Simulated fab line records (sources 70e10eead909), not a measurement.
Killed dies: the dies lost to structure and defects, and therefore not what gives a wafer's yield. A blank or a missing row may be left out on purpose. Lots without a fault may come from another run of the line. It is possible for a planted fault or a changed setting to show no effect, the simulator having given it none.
What tool caused it? / flow nand_harc / 11 lots, 33 wafers sampled, at 5 steps of a route of 1302

== WHAT EACH GAUGE READ, for each wafer ==
NHARC_END_SORT_01.
lot=L809; measured=day 23 05:56; on=prober-02; killed_at_array=41 58 56
lot=L813; measured=day 26 10:28; on=prober-01; killed_at_array=78 59 63
lot=L816; measured=day 27 01:59; on=prober-02; killed_at_array=57 43 57
lot=L818; measured=day 28 00:50; on=prober-02; killed_at_array=439 61 50
lot=L826; measured=day 31 01:58; on=prober-01; killed_at_array=53 44 45

== EACH LOT AND THE TOOL THAT RAN IT (in order: tool; ch and the chambers of the sampled wafers; start) ==
lot=L809; NHARC_A_CONTACT_ETCH_49=rie_diel-04 ch 1,2, day 20 15:26 or earlier; NHARC_A_CONTACT_ETCH_116=har_cap_etch-03 ch 0,1, day 20 15:26; NHARC_A_CONTACT_ETCH_119=har_cap_etch-03 ch 0,1, day 20 15:57; NHARC_A_CONTACT_ETCH_96=rie_diel-01 ch 0,1,2, day 20 17:46
lot=L810; NHARC_A_CONTACT_ETCH_49=rie_diel-01 ch 1,3, day 21 18:22 or earlier; NHARC_A_CONTACT_ETCH_116=har_cap_etch-02 ch 0,1, day 21 18:22; NHARC_A_CONTACT_ETCH_119=har_cap_etch-02 ch 0,1, day 21 18:53; NHARC_A_CONTACT_ETCH_96=rie_diel-07 ch 0,1,2, day 21 20:41
lot=L812; NHARC_A_CONTACT_ETCH_49=rie_diel-07 ch 0,2,3, day 22 07:44 or earlier; NHARC_A_CONTACT_ETCH_116=har_cap_etch-02 ch 0,1, day 22 07:44; NHARC_A_CONTACT_ETCH_119=har_cap_etch-02 ch 0,1, day 22 08:14; NHARC_A_CONTACT_ETCH_96=rie_diel-07 ch 0,1,2, day 22 10:09
lot=L813; NHARC_A_CONTACT_ETCH_49=rie_diel-07 ch 0,1,2, day 23 11:34 or earlier; NHARC_A_CONTACT_ETCH_116=har_cap_etch-03 ch 0,1, day 23 11:34; NHARC_A_CONTACT_ETCH_119=har_cap_etch-03 ch 0,1, day 23 12:05; NHARC_A_CONTACT_ETCH_96=rie_diel-04 ch 0,2, day 23 13:55
lot=L814; NHARC_A_CONTACT_ETCH_49=rie_diel-07 ch 2,3, day 23 15:50 or earlier; NHARC_A_CONTACT_ETCH_116=har_cap_etch-01 ch 0,1, day 23 15:50; NHARC_A_CONTACT_ETCH_119=har_cap_etch-01 ch 0,1, day 23 16:21; NHARC_A_CONTACT_ETCH_96=rie_diel-07 ch 1,2,3, day 23 18:08
lot=L816; NHARC_A_CONTACT_ETCH_49=rie_diel-01 ch 0,1,2, day 24 04:25 or earlier; NHARC_A_CONTACT_ETCH_116=har_cap_etch-02 ch 0,1, day 24 04:25; NHARC_A_CONTACT_ETCH_119=har_cap_etch-02 ch 0,1, day 24 04:55; NHARC_A_CONTACT_ETCH_96=rie_diel-07 ch 0,2,3, day 24 06:40
lot=L818; NHARC_A_CONTACT_ETCH_49=rie_diel-07 ch 0,1,2, day 25 00:45 or earlier; NHARC_A_CONTACT_ETCH_116=har_cap_etch-01 ch 0,1, day 25 00:45; NHARC_A_CONTACT_ETCH_119=har_cap_etch-01 ch 0,1, day 25 01:16; NHARC_A_CONTACT_ETCH_96=rie_diel-07 ch 0,1,2, day 25 03:01
lot=L826; NHARC_A_CONTACT_ETCH_49=rie_diel-04 ch 1,2,3, day 28 07:29 or earlier; NHARC_A_CONTACT_ETCH_116=har_cap_etch-02 ch 0,1, day 28 07:29; NHARC_A_CONTACT_ETCH_119=har_cap_etch-02 ch 0,1, day 28 08:00; NHARC_A_CONTACT_ETCH_96=rie_diel-04 ch 0,2,3, day 28 09:47
lot=L828; NHARC_A_CONTACT_ETCH_49=rie_diel-04 ch 0,2,3, day 29 11:19 or earlier; NHARC_A_CONTACT_ETCH_116=har_cap_etch-02 ch 0,1, day 29 11:19; NHARC_A_CONTACT_ETCH_119=har_cap_etch-02 ch 0,1, day 29 11:50; NHARC_A_CONTACT_ETCH_96=rie_diel-07 ch 1,2, day 29 13:38
lot=L829; NHARC_A_CONTACT_ETCH_49=rie_diel-07 ch 0,2,3, day 29 12:06 or earlier; NHARC_A_CONTACT_ETCH_116=har_cap_etch-03 ch 0, day 29 12:06; NHARC_A_CONTACT_ETCH_119=har_cap_etch-03 ch 0, day 29 12:37; NHARC_A_CONTACT_ETCH_96=rie_diel-07 ch 1,2, day 29 14:23
lot=L832; NHARC_A_CONTACT_ETCH_49=rie_diel-01 ch 0,2, day 30 11:36; NHARC_A_CONTACT_ETCH_116=har_cap_etch-01 ch 0, day 30 15:10; NHARC_A_CONTACT_ETCH_119=har_cap_etch-01 ch 0, day 30 15:40; NHARC_A_CONTACT_ETCH_96=rie_diel-07 ch 0,1, day 30 17:28
- NHARC_A_CONTACT_ETCH_49: etches the open film in N2/H2, target depth 260 nm, time 475.3 s.
- NHARC_A_CONTACT_ETCH_116: etches the open film in C4F8/O2/Ar, time 190 s, target depth 1850 nm.
- NHARC_A_CONTACT_ETCH_119: etches the open film in C4F8/O2/Ar, time 190 s, target depth 1850 nm.
- NHARC_A_CONTACT_ETCH_96: etches the open film in C4F6/O2, target depth 20 nm, time 10 s.

== THE ANSWER, worked out from the rows above alone ==
Rule: usual is defined by the lots themselves. Put in order of their means at a reading, lots are off if they are a third of the lots or fewer, leave a main group of 4 or more, and stand apart from it by a gap of 3 or more times the standard deviation of the main group's means; of several such gaps the widest counts. A main group whose means are all the same, to the digits that the tables above print for the reading, isn't used. A lot without any number at a reading at which 4 lots or more have one is off too. The other lots that the step has rows for count as sound.
Off: L818, at NHARC_END_SORT_01 (killed_at_array). Mean 54 and standard deviation 7.3 in the main group. Neither off nor sound, because the step has no rows for them: L810, L812, L814, L828, L829, L832.
If a tool, at a process step before that reading, ran all the lots that are off and no sound lot after the first of them, it fits. Those tools and the gauges at NHARC_END_SORT_01 are tried in the same way. Because NHARC_A_CONTACT_ETCH_49 lacks a start for some lots, the hours and order of its lots are taken from NHARC_A_CONTACT_ETCH_116. Can't be told from this: 3 tools fit, rie_diel-07 at NHARC_A_CONTACT_ETCH_49 and NHARC_A_CONTACT_ETCH_96, har_cap_etch-01 at NHARC_A_CONTACT_ETCH_116 and NHARC_A_CONTACT_ETCH_119, prober-02 at NHARC_END_SORT_01.

== WHAT THE SIMULATOR HAD PUT IN ==
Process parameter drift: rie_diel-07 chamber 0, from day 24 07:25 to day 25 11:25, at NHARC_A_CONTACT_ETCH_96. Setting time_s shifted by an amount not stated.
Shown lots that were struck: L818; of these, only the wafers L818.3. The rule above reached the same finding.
